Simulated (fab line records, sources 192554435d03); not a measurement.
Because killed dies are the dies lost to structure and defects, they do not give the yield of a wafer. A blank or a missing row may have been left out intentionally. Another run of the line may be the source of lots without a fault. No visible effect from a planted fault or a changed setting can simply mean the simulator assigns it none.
fab line records ; flow n5-finfet
record: lots: 11; wafers: 31; last-day: 16
route steps=1938 shown BEOL_M14@1772 BEOL_M15@1790 PASSIVATION@1936
lots with no fault: from the same line, run without faults
start-h: start of the lot's first displayed wafer, in hours after the record's first day ; wait-h: hours from the lot's prior step to this one ; " identical to the entry in the row above ; L1.1+2: one row covering several wafers at once ; - either no value or no given start ; * or withheld: withheld ; < > ~ a bound
route shown NAME@n: names a module that has steps shown in the file, with the first one's number in the route ; usual: mean and standard deviation over wafers with no fault ; same: alike in all rows ; chamber/n: place in a boat ; sites: each site's reading ; _std_site: the values' standard deviation ; _edge_site: the outer-site mean with the inner-site mean subtracted ; radius-mm: for every site, how far away it sits from the centre of the wafer ; mask NAME#n: copy n ; behind: tool/chamber where the wafer was last shaped ; hold: why the lot went on hold/how many hours it stayed there/how the hold came to an end ; device: names the non-switching transistor (n, p or np) ; end of line: the tests these same wafers got at the end of their route ; step lacking rows: just its recipe ; killed: not the wafer's yield, but the dies lost to structure and defects at the first sort ; map: dies across one wafer; x = killed, . = not, _ = none there
set.NAME: the setting as run; set.NAME@STEP: as run at that earlier step ; model.NAME: the simulator's own value behind a step, which no gauge read
route steps across a sampled set of lots; one table per step, one row per wafer
services: a tool's chamber out of use, with start hour (start-h, from the record's first day; less than 0 if before it), hours out, and reason
== steps ==
step: N5_BEOL_M14_INSPECT_55
recipe: inspect-instrument: darkfield; mode: post-dep
usual: raw-defect-count: 67/21
lot.wafer;tool;chamber;start-h;wait-h;raw-defect-count
L123.1;defect-inspect-02;-;249.36;0.0;77
L123.2;defect-inspect-02;-;249.36;0.0;41
L123.3;defect-inspect-02;-;249.36;0.0;81
L125.1;defect-inspect-02;-;259.10;0.0;58
L125.2;defect-inspect-02;-;259.10;0.0;44
L125.4;defect-inspect-02;-;259.10;0.0;41
L126.1;defect-inspect-02;-;262.49;0.0;50
L126.5;defect-inspect-02;-;262.49;0.0;34
L126.6;defect-inspect-02;-;262.49;0.0;70
L130.1;defect-inspect-02;-;289.14;0.0;74
L130.2;defect-inspect-02;-;289.14;0.0;62
L130.6;defect-inspect-02;-;289.14;0.0;79
L131.2;defect-inspect-01;-;292.48;0.0;50
L131.5;defect-inspect-01;-;292.48;0.0;31
L131.6;defect-inspect-01;-;292.48;0.0;45
L132.1;defect-inspect-01;-;305.19;0.0;42
L132.3;defect-inspect-01;-;305.19;0.0;70
L132.5;defect-inspect-01;-;305.19;0.0;75
L133.1;defect-inspect-01;-;308.82;0.0;27
L133.3;defect-inspect-01;-;308.82;0.0;47
L133.6;defect-inspect-01;-;308.82;0.0;37
L136.3;defect-inspect-02;-;323.65;0.0;59
L136.5;defect-inspect-02;-;323.65;0.0;97
L136.6;defect-inspect-02;-;323.65;0.0;91
L137.1;defect-inspect-01;-;324.00;0.0;105
L137.3;defect-inspect-01;-;324.00;0.0;74
L137.4;defect-inspect-01;-;324.00;0.0;80
L138.1;defect-inspect-02;-;334.04;0.0;84
L138.6;defect-inspect-02;-;334.04;0.0;45
L141.2;defect-inspect-02;-;360.68;0.0;93
L141.3;defect-inspect-02;-;360.68;0.0;68
step: N5_BEOL_M15_STRIP_64
recipe: chemistry: O2; power-w: 600; temp-c: 60; pressure-mtorr: 30; rf-frequency-hz: 6e+07; bias-power-w: 0; overash-fraction: 0.3; o2-flow-sccm: 225
usual: drypump-motor-current-A: 5.5/0.49; oes-product-au: 0.81/0.097; rf-vpp-V: 3.6/0.48; showerhead-plenum-p-Torr: 2.11/0.068; throttle-valve-pct: 16.63/0.2
lot.wafer;tool;chamber;start-h;wait-h;drypump-motor-current-A;oes-product-au;rf-hours-counter-h;rf-vpp-V;showerhead-plenum-p-Torr;throttle-valve-pct
L123.1;rie-diel-03;0;-;-;5.6;0.79;118;4.1;2.12;16.64
L123.2;rie-diel-03;3;-;-;5.3;0.69;217;3.6;2.06;16.69
L123.3;rie-diel-03;1;-;-;5.4;0.78;126;3.5;2.10;16.53
L125.1;rie-diel-05;0;-;-;6.4;1.01;1;3.5;2.06;16.64
L125.2;rie-diel-05;3;-;-;5.5;0.72;192;3.9;2.00;16.85
L125.4;rie-diel-05;2;-;-;6.4;0.68;245;3.1;1.99;17.10
L126.1;rie-diel-05;2;-;-;6.4;0.67;247;3.9;1.99;17.08
L126.5;rie-diel-05;1;-;-;5.0;0.69;-;3.8;2.14;16.62
L126.6;rie-diel-05;0;-;-;6.5;0.99;-;3.8;2.06;16.63
L130.1;rie-diel-05;3;-;-;5.5;0.71;206;3.8;1.99;16.87
L130.2;rie-diel-05;1;-;-;5.0;0.69;242;3.0;2.14;16.63
L130.6;rie-diel-05;0;-;-;6.4;0.95;-;3.8;2.06;16.66
L131.2;rie-diel-03;3;-;-;5.4;0.67;235;3.6;2.06;16.74
L131.5;rie-diel-03;2;-;-;4.8;0.89;-;3.6;2.14;16.58
L131.6;rie-diel-03;3;-;-;5.4;0.67;-;3.5;2.06;16.72
L132.1;rie-diel-02;3;-;-;5.8;0.72;202;3.2;2.17;16.79
L132.3;rie-diel-02;2;-;-;5.1;0.75;194;3.9;2.09;16.88
L132.5;rie-diel-02;0;-;-;5.9;0.86;-;3.6;2.21;16.18
L133.1;rie-diel-03;1;-;-;5.4;0.77;149;2.9;2.09;16.59
L133.3;rie-diel-03;2;-;-;4.9;0.87;46;3.9;2.14;16.57
L133.6;rie-diel-03;1;-;-;5.5;0.77;-;4.0;2.09;16.60
L136.3;rie-diel-05;0;-;-;6.5;0.92;27;4.6;2.05;16.68
L136.5;rie-diel-05;2;-;-;6.3;0.95;-;3.9;2.25;16.63
L136.6;rie-diel-05;0;-;-;6.4;0.92;-;3.5;2.05;16.66
L137.1;rie-diel-03;1;-;-;5.4;0.76;156;3.9;2.09;16.60
L137.3;rie-diel-03;2;-;-;4.8;0.87;53;4.4;2.13;16.61
L137.4;rie-diel-03;3;-;-;5.4;0.67;-;3.5;2.06;16.73
L138.1;rie-diel-05;0;-;-;6.5;0.91;31;2.8;2.05;16.67
L138.6;rie-diel-05;3;-;-;5.5;0.70;-;4.3;1.99;16.90
L141.2;rie-diel-05;1;-;-;5.0;1.00;9;3.4;2.14;16.19
L141.3;rie-diel-05;3;-;-;5.5;0.70;231;3.9;1.98;16.93
step: N5_BEOL_M15_COAT_60
recipe: resist: BARC; temp-c: 205; time-s: 60; spin-rpm: 1500; resist-thk-nm: 89
usual: heater-power-total-W: 391.5/1.4; run-length-s: 66.01/0.26
lot.wafer;tool;chamber;start-h;wait-h;heater-power-total-W;run-length-s
L123.1;litho-track-05;0;251.72;0.3;389.8;65.98
L123.2;litho-track-05;0;251.72;0.3;390.2;65.91
L123.3;litho-track-05;0;251.72;0.3;391.8;65.65
L125.1;litho-track-03;0;261.12;0.3;390.0;66.03
L125.2;litho-track-03;0;261.12;0.3;389.6;66.39
L125.4;litho-track-03;0;261.12;0.3;392.2;66.45
L126.1;litho-track-05;0;264.77;0.3;391.1;65.75
L126.5;litho-track-05;0;264.77;0.3;390.8;65.65
L126.6;litho-track-05;0;264.77;0.3;391.7;65.84
L130.1;litho-track-02;0;291.07;0.3;393.6;66.20
L130.2;litho-track-02;0;291.07;0.3;392.7;66.12
L130.6;litho-track-02;0;291.07;0.3;390.9;66.23
L131.2;litho-track-02;0;294.38;0.3;392.6;66.27
L131.5;litho-track-02;0;294.38;0.3;393.5;66.20
L131.6;litho-track-02;0;294.38;0.3;391.9;66.02
L132.1;litho-track-02;0;307.25;0.3;390.6;66.14
L132.3;litho-track-02;0;307.25;0.3;391.9;66.03
L132.5;litho-track-02;0;307.25;0.3;390.2;66.38
L133.1;litho-track-03;0;310.60;0.3;392.9;66.11
L133.3;litho-track-03;0;310.60;0.3;389.5;66.12
L133.6;litho-track-03;0;310.60;0.3;390.8;66.14
L136.3;litho-track-05;0;325.56;0.3;391.2;65.67
L136.5;litho-track-05;0;325.56;0.3;390.9;65.94
L136.6;litho-track-05;0;325.56;0.3;392.5;65.88
L137.1;litho-track-05;0;325.96;0.3;432.9;56.92
L137.3;litho-track-05;0;325.96;0.3;390.2;65.58
L137.4;litho-track-05;0;325.96;0.3;391.7;65.79
L138.1;litho-track-05;0;335.94;0.3;430.1;56.62
L138.6;litho-track-05;0;335.94;0.3;390.9;65.61
L141.2;litho-track-05;0;362.66;0.3;432.6;56.51
L141.3;litho-track-05;0;362.66;0.3;391.2;65.77
step: N5_BEOL_M15_DESCUM_33
recipe: chemistry: O2; time-s: 7.9; source-power-w: 50; bias-power-w: 20; pressure-mtorr: 20; rf-frequency-hz: 2.712e+07; temp-c: 40; o2-flow-sccm: 225
usual: drypump-motor-current-A: 5.6/0.48; oes-product-au: 0.80/0.098; rf-vpp-V: 243.2/1.3; showerhead-plenum-p-Torr: 2.10/0.069; throttle-valve-pct: 20.42/0.18
lot.wafer;tool;chamber;start-h;wait-h;drypump-motor-current-A;oes-product-au;rf-hours-counter-h;rf-vpp-V;showerhead-plenum-p-Torr;throttle-valve-pct
L123.1;rie-diel-05;2;252.63;0.6;6.4;0.68;241;241.0;1.98;20.81
L123.2;rie-diel-05;1;252.63;0.6;5.0;0.70;232;242.7;2.14;20.30
L123.3;rie-diel-05;3;252.63;0.6;5.5;0.73;188;240.7;1.99;20.60
L125.1;rie-diel-03;3;261.96;0.4;5.3;0.68;223;242.9;2.06;20.43
L125.2;rie-diel-03;1;261.96;0.4;5.4;0.78;131;244.4;2.09;20.28
L125.4;rie-diel-03;2;261.96;0.4;4.9;0.91;28;243.2;2.14;20.34
L126.1;rie-diel-03;2;265.25;0.0;4.8;0.91;29;242.7;2.14;20.33
L126.5;rie-diel-03;3;265.25;0.0;5.3;0.69;-;242.2;2.06;20.41
L126.6;rie-diel-03;0;265.25;0.0;5.5;0.79;-;242.8;2.11;20.43
L130.1;rie-diel-03;0;291.43;0.0;5.5;0.77;136;242.5;2.11;20.44
L130.2;rie-diel-03;3;291.43;0.0;5.4;0.67;234;243.2;2.05;20.43
L130.6;rie-diel-03;1;291.43;0.0;5.4;0.77;-;243.1;2.09;20.29
L131.2;rie-diel-05;3;294.87;0.0;5.5;0.71;208;242.0;1.99;20.63
L131.5;rie-diel-05;3;294.87;0.0;5.5;0.72;-;241.8;1.99;20.62
L131.6;rie-diel-05;0;294.87;0.0;6.5;0.95;-;242.9;2.05;20.46
L132.1;rie-diel-05;3;307.79;0.1;5.5;0.71;212;240.4;1.99;20.63
L132.3;rie-diel-05;0;307.79;0.1;6.4;0.93;20;242.8;2.05;20.46
L132.5;rie-diel-05;1;307.79;0.1;5.0;0.69;-;244.5;2.14;20.32
L133.1;rie-diel-05;0;310.96;0.0;6.5;0.93;21;243.9;2.05;20.47
L133.3;rie-diel-05;1;310.96;0.0;5.0;0.68;249;243.9;2.14;20.33
L133.6;rie-diel-05;3;310.96;0.0;5.5;0.71;-;240.9;1.99;20.62
L136.3;rie-diel-02;3;325.92;0.0;5.8;0.71;209;242.5;2.16;20.54
L136.5;rie-diel-02;3;325.92;0.0;5.8;0.71;-;244.8;2.16;20.51
L136.6;rie-diel-02;0;325.92;0.0;5.9;0.86;-;246.0;2.20;19.94
L137.1;rie-diel-05;0;326.45;0.0;6.4;0.92;28;242.1;2.05;20.49
L137.3;rie-diel-05;3;326.45;0.0;5.5;0.70;220;241.2;1.98;20.63
L137.4;rie-diel-05;3;326.45;0.0;5.5;0.71;-;240.7;1.98;20.63
L138.1;rie-diel-02;0;336.42;0.0;5.9;0.85;73;243.7;2.20;19.95
L138.6;rie-diel-02;3;336.42;0.0;5.8;0.70;-;243.9;2.16;20.50
L141.2;rie-diel-05;0;363.15;0.0;6.4;0.90;38;241.7;2.04;20.48
L141.3;rie-diel-05;3;363.15;0.0;5.5;0.71;232;242.4;1.98;20.66
step: N5_PASSIVATION_PROBE_49
usual: defect-limited-yield: 91.5/1.4; killed_at_M0_to_M3: 33/10; killed_at_M4_up: 13/5; killed-at-contacts: 13/5.6; killed-at-front-end: 38/12; killed-at-other: 3.9/2.7; killed-dies: 100/16; killed-open: 66/13; killed-short: 32/7.2; sort_bin_5_function: 5.0/0.97; sort_bin_6_memory: 3.2/0.61; sort-n-pass: 1080/16; sort-yield-pct: 91.5/1.4
same: gross-dies: 1180; killed-at-back-side: 0; sort_bin_4_leakage[%]: 0; sort_bin_8_speed[%]: 0
lot.wafer;tool;chamber;start-h;wait-h;defect-limited-yield[%];killed_at_M0_to_M3;killed_at_M4_up;killed-at-contacts;killed-at-front-end;killed-at-other;killed-dies;killed-open;killed-short;sort_bin_5_function[%];sort_bin_6_memory[%];sort-n-pass;sort-yield-pct[%]
L131.2;prober-01;-;314.39;0.4;91.2;30;9;16;44;5;104;62;37;4.6;3.8;1076;91.2
L131.5;prober-01;-;314.54;0.5;90.9;30;12;15;48;2;107;65;35;5.7;3.0;1073;90.9
L131.6;prober-01;-;314.59;0.6;91.6;30;15;11;39;4;99;64;33;5.6;2.7;1081;91.6
L137.1;prober-01;-;346.67;0.0;91.7;44;7;8;37;2;98;60;38;4.7;3.3;1082;91.7
L137.3;prober-01;-;346.77;0.1;91.0;39;10;16;37;4;106;79;27;5.9;2.8;1074;91.0
L137.4;prober-01;-;346.82;0.2;92.8;25;10;6;42;2;85;63;22;3.6;3.6;1095;92.8
killed by level:class
L131.2 STI_FIN_REVEAL:geometric-particle:open=15 MOL_CONTACT_COAG:geometric-particle:open=12 FIN_SAQP:geometric-particle:open=11 BEOL_M0_SAQP:geometric-particle:short=10 FIN_SAQP:geometric-particle:short=8 BEOL_M0_SAQP:geometric-particle:open=6 STI_FIN_REVEAL:geometric-particle:short=4 MOL_CONTACT_COAG:geometric-particle:short=4
L131.5 STI_FIN_REVEAL:geometric-particle:open=22 MOL_CONTACT_COAG:geometric-particle:open=11 BEOL_M1:geometric-particle:open=8 FIN_SAQP:geometric-particle:short=6 BEOL_M2:geometric-particle:short=5 STI_FIN_REVEAL:geometric-particle:short=4 MOL_CONTACT_COAG:geometric-particle:short=4 BEOL_M2:geometric-particle:open=4
L131.6 MOL_CONTACT_COAG:geometric-particle:open=10 STI_FIN_REVEAL:geometric-particle:open=9 GATE_CUT:geometric-particle:short=9 BEOL_M4:geometric-particle:open=9 BEOL_M0:geometric-particle:open=6 FIN_SAQP:geometric-particle:open=5 BEOL_M0_SAQP:geometric-particle:short=5 BEOL_M0_SAQP:geometric-particle:open=5
L137.1 BEOL_M0_SAQP:geometric-particle:short=15 STI_FIN_REVEAL:geometric-particle:open=13 BEOL_M0_SAQP:geometric-particle:open=13 GATE_CUT:geometric-particle:short=8 FIN_SAQP:geometric-particle:short=6 MOL_CONTACT_COAG:geometric-particle:open=6 BEOL_M3:geometric-particle:open=5 FIN_SAQP:geometric-particle:open=4
L137.3 MOL_CONTACT_COAG:geometric-particle:open=16 BEOL_M3:geometric-particle:open=12 STI_FIN_REVEAL:geometric-particle:open=9 DUMMY_GATE:geometric-particle:open=8 BEOL_M0_SAQP:geometric-particle:open=8 BEOL_M0_SAQP:geometric-particle:short=6 STARTING-WAFER:geometric-particle:short=5 BEOL_M2:geometric-particle:open=4
L137.4 STI_FIN_REVEAL:geometric-particle:open=23 MOL_CONTACT_COAG:geometric-particle:open=6 BEOL_M0_SAQP:geometric-particle:short=6 BEOL_M1:geometric-particle:open=5 BEOL_M4:geometric-particle:open=4 BEOL_M0_SAQP:geometric-particle:open=4 BEOL_M3:geometric-particle:open=4 DUMMY_GATE:geometric-particle:open=3
== services ==
tool;chamber;start-h;hours;kind
rie-diel-05;0;241.21;-;clean
rie-diel-05;0;241.21;-;consumable-replace:focus-ring
rie-diel-05;0;241.21;16.2;scheduled-down
rie-diel-05;0;241.21;16.2;vent-cycle
rie-diel-02;-;243.38;28.1;pm
rie-diel-05;-;253.86;0.2;repair
rie-diel-05;2;270.57;-;clean
rie-diel-05;2;270.57;-;consumable-replace:focus-ring
rie-diel-05;2;270.57;-;consumable-replace:showerhead
rie-diel-05;2;270.57;31.4;scheduled-down
rie-diel-05;2;270.57;31.4;vent-cycle
rie-diel-02;3;290.29;7.6;repair
rie-diel-02;1;297.44;11.5;repair
rie-diel-03;0;312.23;12.7;repair
rie-diel-05;1;313.46;-;clean
rie-diel-05;1;313.46;-;consumable-replace:focus-ring
rie-diel-05;1;313.46;15.3;scheduled-down
rie-diel-05;1;313.46;15.3;vent-cycle
rie-diel-03;3;348.85;-;clean
rie-diel-03;3;348.85;-;consumable-replace:focus-ring
rie-diel-03;3;348.85;13.8;scheduled-down
rie-diel-03;3;348.85;13.8;vent-cycle
== key ==
first-sign: step: N5_BEOL_M15_COAT_60; reading: run-length-s; direction: down; sigmas: 36; usual: *; struck: *
effect: step: N5_BEOL_M15_COAT_60; reading: heater-power-total-W; direction: up; sigmas: 30; usual: *; struck: *
met-at N5_BEOL_M15_COAT_60
struck-lots L137,L138,L141
struck-wafers L137.1,L138.1,L141.2
not-acting-at N5_BEOL_M14_INSPECT_55,N5_BEOL_M15_STRIP_64,N5_BEOL_M15_DESCUM_33
onset-between 325.56 325.96
fault: kind: process-parameter-drift; tool: litho-track-05; chamber: -; onset-h: 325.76; steps: N5_BEOL_M15_COAT_60; channel: time-s; offset: *; shape: step; end-h: 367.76; scope: struck-wafers-only; acts-in: *; stated: *
